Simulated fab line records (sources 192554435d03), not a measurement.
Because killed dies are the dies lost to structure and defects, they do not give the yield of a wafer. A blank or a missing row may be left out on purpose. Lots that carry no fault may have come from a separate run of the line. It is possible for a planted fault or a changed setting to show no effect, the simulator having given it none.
Matching of chambers || flow n5_finfet || uv_cure-01 running N5_BEOL_M9_CURE_72: 3 sister chambers
The step cures SiCOH lowk, time 120 s. 6 wafers are shown with their chamber, then 12 later ones without.

WAFERS WITH THEIR CHAMBER
{"wafer": "L085.4", "chamber": 0, "wafer_temp_C_max": 371.8, "lamp_power_pct (%)": 52.39}
{"wafer": "L085.6", "chamber": 0, "wafer_temp_C_max": 371.7, "lamp_power_pct (%)": 52.28}
{"wafer": "L090.3", "chamber": 2, "wafer_temp_C_max": 372.9, "lamp_power_pct (%)": 52.33}
{"wafer": "L090.5", "chamber": 2, "wafer_temp_C_max": 372.0, "lamp_power_pct (%)": 52.23}
{"wafer": "L089.4", "chamber": 1, "wafer_temp_C_max": 371.4, "lamp_power_pct (%)": 52.25}
{"wafer": "L089.5", "chamber": 1, "wafer_temp_C_max": 372.1, "lamp_power_pct (%)": 52.35}

WAFERS WITHOUT THEIR CHAMBER
{"wafer": "L092.1", "wafer_temp_C_max": 372.8, "lamp_power_pct (%)": 52.30}
{"wafer": "L092.4", "wafer_temp_C_max": 372.2, "lamp_power_pct (%)": 52.23}
{"wafer": "L092.6", "wafer_temp_C_max": 371.9, "lamp_power_pct (%)": 52.28}
{"wafer": "L092.2", "wafer_temp_C_max": 371.8, "lamp_power_pct (%)": 52.26}
{"wafer": "L092.3", "wafer_temp_C_max": 371.7, "lamp_power_pct (%)": 52.28}
{"wafer": "L092.5", "wafer_temp_C_max": 371.6, "lamp_power_pct (%)": 52.26}
{"wafer": "L095.1", "wafer_temp_C_max": 371.1, "lamp_power_pct (%)": 52.31}
{"wafer": "L095.2", "wafer_temp_C_max": 371.2, "lamp_power_pct (%)": 52.27}
{"wafer": "L095.3", "wafer_temp_C_max": 372.1, "lamp_power_pct (%)": 52.31}
{"wafer": "L097.1", "wafer_temp_C_max": 371.6, "lamp_power_pct (%)": 52.36}
{"wafer": "L097.3", "wafer_temp_C_max": 371.6, "lamp_power_pct (%)": 52.34}
{"wafer": "L097.4", "wafer_temp_C_max": 371.9, "lamp_power_pct (%)": 52.43}

CHAMBER TAKEN BY EACH
{"wafer": "L092.1", "from the rows above": "can't be placed: 2 or 1 or 0", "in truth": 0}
{"wafer": "L092.4", "from the rows above": "can't be placed: 2 or 1 or 0", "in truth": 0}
{"wafer": "L092.6", "from the rows above": "can't be placed: 1 or 0 or 2", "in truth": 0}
{"wafer": "L092.2", "from the rows above": "can't be placed: 1 or 0 or 2", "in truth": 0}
{"wafer": "L092.3", "from the rows above": "can't be placed: 1 or 0 or 2", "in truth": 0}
{"wafer": "L092.5", "from the rows above": "can't be placed: 1 or 0 or 2", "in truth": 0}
{"wafer": "L095.1", "from the rows above": "can't be placed: 1 or 0 or 2", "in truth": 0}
{"wafer": "L095.2", "from the rows above": "can't be placed: 1 or 0 or 2", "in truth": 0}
{"wafer": "L095.3", "from the rows above": "can't be placed: 1 or 0 or 2", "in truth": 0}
{"wafer": "L097.1", "from the rows above": "can't be placed: 0 or 1 or 2", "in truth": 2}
{"wafer": "L097.3", "from the rows above": "can't be placed: 0 or 1 or 2", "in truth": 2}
{"wafer": "L097.4", "from the rows above": "can't be placed: 0 or 1 or 2", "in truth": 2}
Correctly placed: 0 of 12. From these rows, 12 cannot be placed; in 12 the true chamber is one of the candidates. Wrongly placed: 0.
How it was worked out, from the rows above alone: a wafer's distance from a chamber is the root of the sum, over the readings, of the square of ((its reading less the chamber's mean) divided by the reading's scatter). If the next closest chamber is less than 2 further off than the closest, the wafer can't be placed; otherwise it belongs to the closest. A chamber's mean is the mean of its shown wafers. The scatter: take each reading less its chamber's mean, square it, sum over the shown wafers, divide by the number of wafers less the number of chambers, and take the root.
